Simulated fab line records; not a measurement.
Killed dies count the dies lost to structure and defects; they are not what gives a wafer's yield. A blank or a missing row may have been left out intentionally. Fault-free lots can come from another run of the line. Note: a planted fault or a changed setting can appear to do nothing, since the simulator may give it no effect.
fab line records ; flow nandHarc
record: lots: 12; wafers: 36; lastDay: 24
route steps=1159 shown A_CONTACT@944 A_BLC@972 END@1159
lots with no fault: from the same line, run without faults
startH: start of the lot's first displayed wafer, in hours after the record's first day ; waitH: how many hours have passed since the lot's step before this one ; " the same as in the row above ; L1.1+2: one row covering several wafers at once ; - no value, or no start was given ; * or withheld: withheld ; < > ~ a bound
route shown NAME@n: a module of which the file shows steps, and the number in the route of the first ; usual: average and standard deviation across the fault-free wafers ; same: alike in all rows ; chamber/n: place in a boat ; sites: the reading at each site ; _std_site: the standard deviation of these ; _edge_site: the outer-site mean with the inner-site mean subtracted ; radiusMm: how far each site lies from the wafer's centre ; mask NAME#n: copy n ; behind: the last tool/chamber to shape the wafer ; hold: the reason the lot was held/the length of the hold in hours/how it ended ; device: the transistor (n, p or np) that didn't switch ; end of line: tests of these same wafers at the route's end ; for a step that has no rows: nothing shown but its recipe ; killed: count of dies lost to structure and defects at first sort (not the wafer's yield) ; map: per-die view of a wafer (x killed, . not killed, _ where there is no die)
set.NAME: the run value of the setting; set.NAME@STEP: its run value at that earlier step ; model.NAME: the simulator's own value behind a step, which no gauge read
one table for each step of the route and one row for each wafer, over a sample of lots
services: when a tool's chamber went out of use (startH, in hours from the record's first day, below 0 if earlier), for how many hours, and the reason
== steps ==
step: NHARC_A_CONTACT_ETCH_135
recipe: sourceW: withheld; pressureMtorr: 20; biasV: 3000; timeS: 132; targetDepthA: 12870; arFlowSccm: withheld; c4f8FlowSccm: withheld; o2FlowSccm: withheld; chemistry: C4F8/O2/Ar
lot.wafer;tool;chamber;startH;waitH;rfHoursCounterH
L454.4;harCapEtch-03;1;386.09;0.1;-
L454.3;harCapEtch-03;0;386.09;0.1;-
L454.5;harCapEtch-03;0;386.09;0.1;-
L455.2;harCapEtch-01;0;386.16;0.2;57
L455.6;harCapEtch-01;0;386.16;0.2;-
L455.5;harCapEtch-01;1;386.16;0.2;-
L453.2;harCapEtch-02;0;390.94;0.2;14
L453.3;harCapEtch-02;1;390.94;0.2;-
L453.6;harCapEtch-02;0;390.94;0.2;-
L456.3;harCapEtch-03;1;412.85;0.1;-
L456.6;harCapEtch-03;1;412.85;0.1;-
L456.5;harCapEtch-03;0;412.85;0.1;-
L464.1;harCapEtch-02;0;461.62;0.3;24
L464.6;harCapEtch-02;1;461.62;0.3;-
L464.5;harCapEtch-02;0;461.62;0.3;-
L465.2;harCapEtch-03;0;462.20;0.2;100
L465.3;harCapEtch-03;1;462.20;0.2;-
L465.5;harCapEtch-03;0;462.20;0.2;-
L469.1;harCapEtch-02;0;482.81;0.3;30
L469.3;harCapEtch-02;1;482.81;0.3;-
L469.5;harCapEtch-02;0;482.81;0.3;-
L468.2;harCapEtch-03;0;485.26;0.2;107
L468.3;harCapEtch-03;1;485.26;0.2;-
L468.5;harCapEtch-03;1;485.26;0.2;-
L467.2;harCapEtch-03;1;489.66;0.2;108
L467.4;harCapEtch-03;0;489.66;0.2;-
L467.5;harCapEtch-03;0;489.66;0.2;-
L473.1;harCapEtch-02;0;498.23;0.2;33
L473.3;harCapEtch-02;0;498.23;0.2;-
L473.5;harCapEtch-02;0;498.23;0.2;-
L475.2;harCapEtch-03;0;499.89;0.2;110
L475.1;harCapEtch-03;1;499.89;0.2;110
L475.3;harCapEtch-03;0;499.89;0.2;-
L476.2;harCapEtch-01;0;525.53;0.2;83
L476.3;harCapEtch-01;0;525.53;0.2;-
L476.5;harCapEtch-01;0;525.53;0.2;-
step: NHARC_A_CONTACT_ALD_18
recipe: targetThkA: 30; pulseTimeS: 1; aldCycles: 150; tempC: 450; material: TiN
usual: heaterPowerW: 1073/110; precursorPulseHeightRel: 1.002/0.019
lot.wafer;tool;chamber;startH;waitH;heaterPowerW;precursorPulseHeightRel
L455.2;aldMetal-03;1;388.37;-;1086;0.944
L455.5;aldMetal-03;1;388.37;-;1095;1.007
L455.6;aldMetal-03;2;388.37;-;1316;1.006
L454.3;aldMetal-02;0;388.38;-;1130;1.012
L454.4;aldMetal-02;3;388.38;-;1086;0.999
L454.5;aldMetal-02;0;388.38;-;1130;0.991
L453.3;aldMetal-04;1;393.38;-;1111;0.993
L453.2;aldMetal-04;0;393.38;-;996;1.009
L453.6;aldMetal-04;2;393.38;-;901;0.981
L456.3;aldMetal-02;1;414.90;-;1024;1.016
L456.5;aldMetal-02;3;414.90;-;1093;1.002
L456.6;aldMetal-02;0;414.90;-;1155;1.002
L464.1;aldMetal-03;0;464.20;-;1105;1.003
L464.5;aldMetal-03;0;464.20;-;1102;1.032
L464.6;aldMetal-03;1;464.20;-;1061;0.977
L465.2;aldMetal-02;1;464.40;-;1043;1.004
L465.3;aldMetal-02;2;464.40;-;1230;0.993
L465.5;aldMetal-02;2;464.40;-;1217;0.979
L469.3;aldMetal-03;3;485.39;-;860;0.988
L469.1;aldMetal-03;0;485.39;-;1103;0.987
L469.5;aldMetal-03;2;485.39;-;1278;0.979
L468.3;aldMetal-02;0;487.30;-;1130;1.037
L468.2;aldMetal-02;1;487.30;-;1042;1.014
L468.5;aldMetal-02;1;487.30;-;1037;0.997
L467.4;aldMetal-04;1;492.01;-;1040;1.023
L467.2;aldMetal-04;2;492.01;-;907;1.030
L467.5;aldMetal-04;1;492.01;-;1058;1.013
L473.3;aldMetal-02;1;500.95;-;1034;0.991
L473.1;aldMetal-02;3;500.95;-;1109;1.021
L473.5;aldMetal-02;2;500.95;-;1226;0.979
L475.2;aldMetal-04;2;502.10;-;896;0.991
L475.1;aldMetal-04;3;502.10;-;1049;1.028
L475.3;aldMetal-04;0;502.10;-;1040;1.008
L476.2;aldMetal-02;0;527.77;-;1112;0.983
L476.3;aldMetal-02;2;527.77;-;1207;1.024
L476.5;aldMetal-02;0;527.77;-;1129;0.974
step: NHARC_A_BLC_PEB_08
recipe: pebTempC: 100; pebTimeS: 65
usual: chillPlateTempC: 22.99/0.11; heaterPowerTotalW: 156.7/0.4; plateTempC: 100.01/0.14
lot.wafer;tool;chamber;startH;waitH;chillPlateTempC;heaterPowerTotalW;plateTempC
L455.2;lithoTrack-01;0;396.74;0.1;22.98;156.8;99.75
L455.5;lithoTrack-01;0;396.74;0.1;22.90;156.9;99.98
L455.6;lithoTrack-01;0;396.74;0.1;22.84;157.1;99.76
L454.3;lithoTrack-06;0;397.36;0.0;22.86;156.1;100.06
L454.4;lithoTrack-06;0;397.36;0.0;23.05;157.1;99.98
L454.5;lithoTrack-06;0;397.36;0.0;23.11;157.2;100.00
L453.2;lithoTrack-01;0;400.77;0.1;22.98;156.6;100.05
L453.3;lithoTrack-01;0;400.77;0.1;22.87;157.0;100.11
L453.6;lithoTrack-01;0;400.77;0.1;22.98;156.9;100.27
L456.3;lithoTrack-04;0;418.80;0.0;22.91;156.5;100.09
L456.5;lithoTrack-04;0;418.80;0.0;22.76;155.9;100.03
L456.6;lithoTrack-04;0;418.80;0.0;22.90;157.1;100.02
L464.1;lithoTrack-01;0;466.13;0.1;23.19;149.7;97.29
L464.5;lithoTrack-01;0;466.13;0.1;23.05;149.5;97.04
L464.6;lithoTrack-01;0;466.13;0.1;23.00;150.6;97.13
L465.2;lithoTrack-06;0;466.81;0.1;23.01;156.5;99.96
L465.3;lithoTrack-06;0;466.81;0.1;23.08;156.6;99.90
L465.5;lithoTrack-06;0;466.81;0.1;22.98;157.0;99.95
L469.1;lithoTrack-06;0;490.64;0.1;23.00;156.9;99.88
L469.3;lithoTrack-06;0;490.64;0.1;23.02;157.2;99.96
L469.5;lithoTrack-06;0;490.64;0.1;23.18;157.2;99.80
L468.2;lithoTrack-06;0;491.52;0.1;23.19;156.4;100.29
L468.3;lithoTrack-06;0;491.52;0.1;23.24;156.8;100.02
L468.5;lithoTrack-06;0;491.52;0.1;23.28;156.1;100.23
L467.2;lithoTrack-01;0;494.33;0.1;22.97;150.6;97.18
L467.4;lithoTrack-01;0;494.33;0.1;23.14;150.5;97.09
L467.5;lithoTrack-01;0;494.33;0.1;23.07;150.2;97.09
L473.1;lithoTrack-04;0;504.95;0.1;22.98;157.1;99.90
L473.3;lithoTrack-04;0;504.95;0.1;23.06;156.1;99.96
L473.5;lithoTrack-04;0;504.95;0.1;23.01;157.0;99.93
L475.1;lithoTrack-06;0;505.63;0.1;23.03;157.1;100.04
L475.2;lithoTrack-06;0;505.63;0.1;22.98;156.8;99.88
L475.3;lithoTrack-06;0;505.63;0.1;22.87;157.2;100.42
L476.2;lithoTrack-06;0;537.74;0.1;23.06;156.9;99.87
L476.3;lithoTrack-06;0;537.74;0.1;22.96;156.7;100.03
L476.5;lithoTrack-06;0;537.74;0.1;22.83;156.0;100.18
step: NHARC_A_BLC_CD_MEAS_10
recipe: targetCdNm: 100; landingEnergyEv: 500
usual: cdNm: 100.1/0.52
lot.wafer;tool;chamber;startH;waitH;cdNm
L455.2;cdSem-01;0;396.82;-;99.7
L455.5;cdSem-01;0;396.82;-;100.4
L455.6;cdSem-01;0;396.82;-;100.8
L454.3;cdSem-03;0;397.44;-;99.5
L454.4;cdSem-03;0;397.44;-;99.4
L454.5;cdSem-03;0;397.44;-;100.0
L453.2;cdSem-03;0;400.85;-;99.8
L453.3;cdSem-03;0;400.85;-;100.4
L453.6;cdSem-03;0;400.85;-;100.4
L456.3;cdSem-01;0;418.88;-;100.4
L456.5;cdSem-01;0;418.88;-;100.5
L456.6;cdSem-01;0;418.88;-;100.4
L464.1;cdSem-02;0;466.21;-;88.9
L464.5;cdSem-02;0;466.21;-;88.7
L464.6;cdSem-02;0;466.21;-;88.6
L465.2;cdSem-03;0;466.89;-;99.9
L465.3;cdSem-03;0;466.89;-;99.9
L465.5;cdSem-03;0;466.89;-;99.4
L469.1;cdSem-03;0;490.72;-;99.5
L469.3;cdSem-03;0;490.72;-;99.4
L469.5;cdSem-03;0;490.72;-;99.7
L468.2;cdSem-03;0;491.60;-;99.7
L468.3;cdSem-03;0;491.60;-;99.8
L468.5;cdSem-03;0;491.60;-;99.3
L467.2;cdSem-03;0;494.41;-;91.1
L467.4;cdSem-03;0;494.41;-;91.2
L467.5;cdSem-03;0;494.41;-;90.7
L473.1;cdSem-03;0;505.02;-;100.5
L473.3;cdSem-03;0;505.02;-;100.0
L473.5;cdSem-03;0;505.02;-;100.5
L475.1;cdSem-01;0;505.71;-;99.3
L475.2;cdSem-01;0;505.71;-;99.6
L475.3;cdSem-01;0;505.71;-;99.7
L476.2;cdSem-01;0;537.82;-;100.5
L476.3;cdSem-01;0;537.82;-;100.2
L476.5;cdSem-01;0;537.82;-;99.9
step: NHARC_A_BLC_STRIP_29
recipe: cf4FlowSccm: 150; arFlowSccm: 0; biasW: 0; chemistry: CF4
usual: drypumpMotorCurrentA: 5.5/0.5; oesProductAu: 1.001/0.0067; rfVppV: 59.5/0.88; showerheadPlenumPTorr: 1.78/0.06; throttleValvePct: 13.282/0.0091
lot.wafer;tool;chamber;startH;waitH;drypumpMotorCurrentA;oesProductAu;rfHoursCounterH;rfVppV;showerheadPlenumPTorr;throttleValvePct
L455.2;rieDiel-10;2;398.10;0.1;5.3;1.002;14;58.9;1.67;13.284
L455.6;rieDiel-10;3;398.10;0.1;5.0;1.001;-;58.0;1.73;13.280
L455.5;rieDiel-10;0;398.10;0.1;5.6;1.005;-;61.9;1.71;13.281
L454.4;rieDiel-04;2;398.68;0.1;5.3;0.996;9;59.7;1.77;13.291
L454.3;rieDiel-04;0;398.68;0.1;5.3;0.992;10;60.4;1.87;13.286
L454.5;rieDiel-04;1;398.68;0.1;5.2;0.997;-;62.0;1.88;13.280
L453.2;rieDiel-03;1;402.20;0.1;5.8;1.000;0;59.4;1.75;13.302
L453.3;rieDiel-03;2;402.20;0.1;5.0;1.005;0;59.2;1.71;13.289
L453.6;rieDiel-03;0;402.20;0.1;6.1;0.997;-;59.5;1.83;13.281
L456.3;rieDiel-03;3;420.12;0.1;5.0;0.993;3;59.4;1.74;13.266
L456.5;rieDiel-03;1;420.12;0.1;5.8;0.996;-;59.9;1.75;13.293
L456.6;rieDiel-03;2;420.12;0.1;5.0;1.017;-;58.7;1.71;13.269
L464.1;rieDiel-03;2;467.48;0.1;5.0;1.013;6;59.5;1.71;13.276
L464.5;rieDiel-03;3;467.48;0.1;5.0;0.994;-;59.6;1.74;13.269
L464.6;rieDiel-03;0;467.48;0.1;6.1;1.001;-;60.7;1.83;13.281
L465.2;rieDiel-03;2;468.38;0.1;5.1;1.004;6;59.1;1.71;13.283
L465.3;rieDiel-03;0;468.38;0.1;6.1;1.002;6;59.3;1.83;13.281
L465.5;rieDiel-03;2;468.38;0.1;5.1;1.005;-;58.7;1.71;13.296
L469.1;rieDiel-03;2;491.95;0.1;5.0;1.003;8;58.0;1.71;13.275
L469.3;rieDiel-03;0;491.95;0.1;6.0;1.013;9;58.0;1.83;13.262
L469.5;rieDiel-03;2;491.95;0.1;5.1;1.002;-;58.4;1.71;13.281
L468.3;rieDiel-03;0;492.82;0.1;6.0;1.005;9;59.5;1.83;13.267
L468.2;rieDiel-03;1;492.82;0.1;5.9;0.999;8;59.1;1.74;13.284
L468.5;rieDiel-03;1;492.82;0.1;5.8;0.997;-;59.4;1.74;13.271
L467.2;rieDiel-03;1;495.64;0.1;5.8;1.008;8;59.6;1.74;13.285
L467.4;rieDiel-03;0;495.64;0.1;6.0;1.006;9;58.2;1.83;13.288
L467.5;rieDiel-03;1;495.64;0.1;5.9;0.995;-;60.1;1.74;13.281
L473.1;rieDiel-04;0;506.25;0.1;5.4;1.002;3;59.9;1.86;13.275
L473.3;rieDiel-04;3;506.25;0.1;6.5;1.007;3;59.2;1.78;13.282
L473.5;rieDiel-04;1;506.25;0.1;5.3;1.001;-;60.2;1.87;13.280
L475.3;rieDiel-04;0;506.95;0.1;5.4;1.006;3;60.1;1.86;13.278
L475.1;rieDiel-04;1;506.95;0.1;5.3;1.004;3;60.1;1.87;13.287
L475.2;rieDiel-04;2;506.95;0.1;5.3;0.996;3;60.0;1.77;13.264
L476.2;rieDiel-03;0;539.10;0.1;6.1;1.008;15;60.3;1.83;13.264
L476.3;rieDiel-03;1;539.10;0.1;5.9;0.987;14;59.3;1.74;13.276
L476.5;rieDiel-03;0;539.10;0.1;6.1;1.009;-;60.0;1.83;13.280
step: NHARC_END_SORT_01
recipe: tempC: 25
usual: killedAtArray: 24/7.4; killedAtOther: 0.5/0.81; killedAtPeriphery: 3.4/2.3; killedDies: 28/8; killedOpen: 3.4/1.8; killedShort: 2.0/1.4
same: grossDies: 677
lot.wafer;tool;chamber;startH;waitH;killedAtArray;killedAtOther;killedAtPeriphery;killedDies;killedOpen;killedShort
L464.1;prober-02;0;524.86;2.5;27;1;0;28;3;1
L464.5;prober-02;0;528.07;3.7;22;0;1;23;2;2
L464.6;prober-02;0;528.87;4.0;33;0;1;34;0;2
L467.2;prober-01;0;554.57;2.8;18;2;2;22;3;2
L467.4;prober-01;0;556.18;3.4;20;1;2;23;1;4
L467.5;prober-01;0;556.98;3.7;28;2;2;32;2;2
killed by level:class
L464.1 A_BLC:areaPeb=12 A_CHANNEL_HOLE_D1:chamberFilmFlake=6 A_STAIRCASE:chamberFilmFlake=3 A_CONTACT:chamberFilmFlake=3 A_M0:geometricParticle:open=2 A_CONTACT:geometricParticle:open=1 STARTING-WAFER:geometricParticle:short=1
L464.5 A_CHANNEL_HOLE_D1:chamberFilmFlake=9 A_BLC:areaPeb=6 A_STAIRCASE:chamberFilmFlake=3 A_WL_FILL:geometricParticle:short=2 A_CHANNEL_FILL_D1:geometricParticle:open=1 A_M1:geometricParticle:open=1 P_ZERO_WELL:chamberFilmFlake=1
L464.6 A_BLC:areaPeb=13 A_CHANNEL_HOLE_D1:chamberFilmFlake=9 A_STAIRCASE:chamberFilmFlake=6 A_CONTACT:chamberFilmFlake=2 A_CHANNEL_FILL_D1:geometricParticle:short=1 A_M0:geometricParticle:short=1 P_M2:chamberFilmFlake=1 A_ZERO_WELL:chamberFilmFlake=1
L467.2 A_CONTACT:chamberFilmFlake=5 A_CHANNEL_HOLE_D1:chamberFilmFlake=4 A_STAIRCASE:chamberFilmFlake=3 A_BLC:areaPeb=3 P_GATE:geometricParticle:open=2 A_WL_FILL:geometricParticle:short=2 THIN_TSV:chamberFilmFlake=2 A_M0:geometricParticle:open=1
L467.4 A_CHANNEL_HOLE_D1:chamberFilmFlake=5 A_STAIRCASE:chamberFilmFlake=4 A_CONTACT:chamberFilmFlake=4 A_WL_FILL:geometricParticle:short=3 A_BLC:areaPeb=3 P_M0:geometricParticle:short=1 A_ONON_D1:geometricParticle:open=1 P_GATE:chamberFilmFlake=1
L467.5 A_BLC:areaPeb=9 A_STAIRCASE:chamberFilmFlake=7 A_CONTACT:chamberFilmFlake=7 A_CHANNEL_HOLE_D1:chamberFilmFlake=3 P_M2:geometricParticle:open=1 A_CHANNEL_FILL_D1:geometricParticle:short=1 A_CHANNEL_FILL_D1:geometricParticle:open=1 P_ZERO_WELL:chamberFilmFlake=1
== services ==
tool;chamber;startH;hours;kind
aldMetal-02;-;364.00;10.0;pm
rieDiel-10;0;368.20;1.4;repair
rieDiel-03;0;371.57;-;clean
rieDiel-03;1;371.57;-;clean
rieDiel-04;1;372.98;6.7;repair
rieDiel-03;0;373.75;1.7;repair
aldMetal-03;0;389.25;2.4;repair
rieDiel-03;-;392.52;9.0;pm
rieDiel-04;-;396.78;0.3;repair
aldMetal-02;2;401.70;26.7;repair
aldMetal-04;-;406.00;10.0;pm
rieDiel-10;2;425.16;2.2;repair
harCapEtch-02;-;439.59;0.3;repair
harCapEtch-01;-;440.34;0.3;repair
lithoTrack-01;-;443.00;7.0;pm
rieDiel-10;2;445.18;28.2;repair
rieDiel-04;-;465.90;9.0;pm
aldMetal-03;2;466.64;7.7;repair
lithoTrack-06;-;467.00;7.0;pm
rieDiel-03;2;471.40;2.2;repair
rieDiel-03;1;483.38;5.1;repair
lithoTrack-04;-;491.00;7.0;pm
aldMetal-03;-;500.00;10.0;pm
rieDiel-10;-;531.23;9.0;pm
== key ==
firstSign: step: NHARC_A_BLC_PEB_08; reading: plateTempC; direction: down; sigmas: 21; usual: *; struck: *
effect: step: NHARC_A_BLC_PEB_08; reading: heaterPowerTotalW; direction: down; sigmas: 16; usual: *; struck: *
effect: step: NHARC_A_BLC_CD_MEAS_10; reading: cdNm; direction: down; sigmas: 19; usual: 100.1; struck: 89.9; through: controlLoop
metAt NHARC_A_BLC_PEB_08
struckLots L464,L467
testerLeftOut L464,L467
loopTrim: step: NHARC_A_BLC_EXPOSE_07; setting: dose; lots: L467
notActingAt NHARC_A_CONTACT_ETCH_135,NHARC_A_CONTACT_ALD_18,NHARC_A_BLC_STRIP_29
onsetBetween 400.77 466.13
fault: kind: processParameterDrift; tool: lithoTrack-01; chamber: -; onsetH: 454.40; steps: NHARC_A_BLC_PEB_08; channel: pebTempC; offset: *; shape: step; endH: 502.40; actsIn: *; stated: *
testerLeftOut: of these lots the tester's yield and bins aren't shown, on N5 and GAA mostly nor the transistor test; their killed dies are dies lost to structure and defects alone, not to doping, threshold or leakage, so they don't give the yield
loopTrim: a control loop set the setting to another value than it would have without faults
